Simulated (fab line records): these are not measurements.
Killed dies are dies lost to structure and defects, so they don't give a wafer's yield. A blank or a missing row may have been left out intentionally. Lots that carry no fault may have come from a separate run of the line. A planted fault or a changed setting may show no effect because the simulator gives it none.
Split-lot trial ; flow n5Finfet ; 21 wafers read across 7 lots, on a route 1938 steps long

== THE SPLIT ==
At N5_BEOL_M13_ETCH_59 (etches BARC in N2/H2, target depth 89 nm, overetch 26.7 nm, time 67.9 s), the setting biasW was moved away from the recipe's 150 W on 6 of the 21 wafers read, by -7.5% to +17.9%. All remaining wafers had this setting at the recipe value.

Reading taken at the split's own step.

== THE READING ==
rfVppV, in V, at N5_BEOL_M13_ETCH_59 (etches BARC in N2/H2, target depth 89 nm, overetch 26.7 nm, time 67.9 s). Typical for fault-free wafers on this fab line: 523.6 V, with standard deviation 2.2 V.

wafer;tool, chamber at the split;biasW as run, W;against the recipe;rfVppV, V;against lot-mates on the recipe
L088.3;rieDiel-06, 0;150;recipe;523.2;-
L088.5;rieDiel-06, 3;150;recipe;528.2;-
L088.6;rieDiel-06, 2;150;recipe;523.8;-
L089.2;rieDiel-03, 0;150;recipe;523.9;-
L089.5;rieDiel-03, 1;150;recipe;521.5;-
L089.6;rieDiel-03, 0;150;recipe;521.1;-
L090.4;rieDiel-06, 2;150;recipe;522.1;-
L090.5;rieDiel-06, 1;150;recipe;520.9;-
L090.6;rieDiel-06, 2;176.9;+17.9%;582.1;+60.6
L091.3;rieDiel-06, 0;150;recipe;524.5;-
L091.4;rieDiel-06, 2;138.8;-7.5%;498.4;-26.1
L091.5;rieDiel-06, 3;138.8;-7.5%;502.9;-21.6
L092.2;rieDiel-03, 3;150;recipe;525.9;-
L092.4;rieDiel-03, 0;171.8;+14.5%;569.0;+46.0
L092.5;rieDiel-03, 1;150;recipe;520.2;-
L094.1;rieDiel-06, 0;150;recipe;524.2;-
L094.5;rieDiel-06, 1;143;-4.7%;507.5;-16.7
L094.6;rieDiel-06, 2;143;-4.7%;509.0;-15.2
L093.3;rieDiel-06, 3;150;recipe;527.5;-
L093.4;rieDiel-06, 2;150;recipe;521.7;-
L093.5;rieDiel-06, 3;150;recipe;525.9;-

THE FIT
A straight line over all 21 wafers: rfVppV changes by +3.19 V for each +1% of biasW; r = +0.99; the points scatter about the line by 2.3 V.
The same after taking each lot's own level away (the mean of its wafers on the recipe; 21 wafers): +3.28 V for each +1%; r = +1.00; scatter 2 V.
The reading moves by 59 V for the largest change in biasW, on that fit.
The lots' own levels span 521.50 to 525.07 V, that is 1.6 times the standard deviation above.
Hence the lot-to-lot level has little effect on the slope; both slopes agree.
Check: with one of the wafers moved furthest among these (+17.9%) left out of the fit, the line predicts +57.2 V for it against its lot-mates. Against them it came out at +60.6 V.
Tool readings at the split's step, against how far the setting was moved: rfVppV r = +0.99.

== THE FILE'S OWN FIT ==
rfVppV changes by +3.29 V for each +1% of biasW, r = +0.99.
